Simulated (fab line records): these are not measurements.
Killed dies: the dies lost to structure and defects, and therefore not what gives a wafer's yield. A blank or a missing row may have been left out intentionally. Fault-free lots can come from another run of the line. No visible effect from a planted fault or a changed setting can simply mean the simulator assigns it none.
Which of the tools did it?    flow nand-harc    6 lots, 18 wafers sampled, at 3 steps of a route of 1159

== WHAT THE GAUGES SHOWED, per wafer ==
NHARC_P_M1_THK_MEAS_24: measures by xrf.
lot   measured      on             thk-nm (nm)
L105  day 6 13:22   film-metro-01  157.3 157.9 157.7
L114  day 9 05:14   film-metro-01  156.6 157.3 158.9
L116  day 9 15:47   film-metro-01  408.8 405.1 404.1
L123  day 10 17:21  film-metro-02  158.3 155.4 158.9
L125  day 11 11:39  film-metro-01  160.0 158.7 160.5
L126  day 11 16:34  film-metro-01  155.9 160.0 157.8

== WHICH TOOL RAN EACH LOT (tool, then ch and the chambers of the sampled wafers, then the start) ==
lot   NHARC_P_M1_DEGAS_29           NHARC_P_M1_CMP_23
L105  pvd-sputter-02, day 6 11:56   cmp-01 ch 1,2,3, day 6 13:04
L114  pvd-sputter-01, day 9 03:48   cmp-04 ch 0,1, day 9 04:55
L116  pvd-sputter-01, day 9 14:05   cmp-01 ch 0,1,3, day 9 15:31
L123  pvd-sputter-02, day 10 15:58  cmp-04 ch 0,1,3, day 10 17:04
L125  pvd-sputter-01, day 11 10:15  cmp-02 ch 0,1,2, day 11 11:22
L126  pvd-sputter-02, day 11 15:10  cmp-04 ch 0,1, day 11 16:16
- NHARC_P_M1_DEGAS_29: time 60 s.
- NHARC_P_M1_CMP_23: polishes, t overpolish 20 s, target thk 157.82 nm.

== THE ANSWER, worked out from the rows above alone ==
Rule: the lots themselves supply what counts as usual. The widest of any qualifying gaps counts: lots, ordered by their means at a reading, are off when they make up no more than a third of the lots, leave a main group of 4 or more, and stand apart from it by 3 or more times the standard deviation of that group's means. A main group is skipped when, at the precision printed for the reading in the tables above, its means are all equal. Also off: a lot with no number at a reading for which 4 or more lots have one. Where the step has rows for the other lots, those lots are counted as sound.
Off: L116 (NHARC_P_M1_THK_MEAS_24, thk-nm). The main group: mean 158.1 nm, standard deviation 0.84.
If a tool, at a process step before that reading, ran all the lots that are off and no sound lot after the first of them, it fits. The gauges at NHARC_P_M1_THK_MEAS_24 are tried like those tools. One candidate fits, namely cmp-01 at NHARC_P_M1_CMP_23. A fault onset in the window from L105 (day 6 13:04, its last sound lot) to L116 (day 9 15:31, its first lot off) fits.

== WHAT THE SIMULATOR HAD INSERTED ==
At NHARC_P_M1_CMP_23, the step was skipped entirely on cmp-01 from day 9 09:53 on. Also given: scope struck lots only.
Lots struck among those shown: L116. This agrees with what the rule above found.
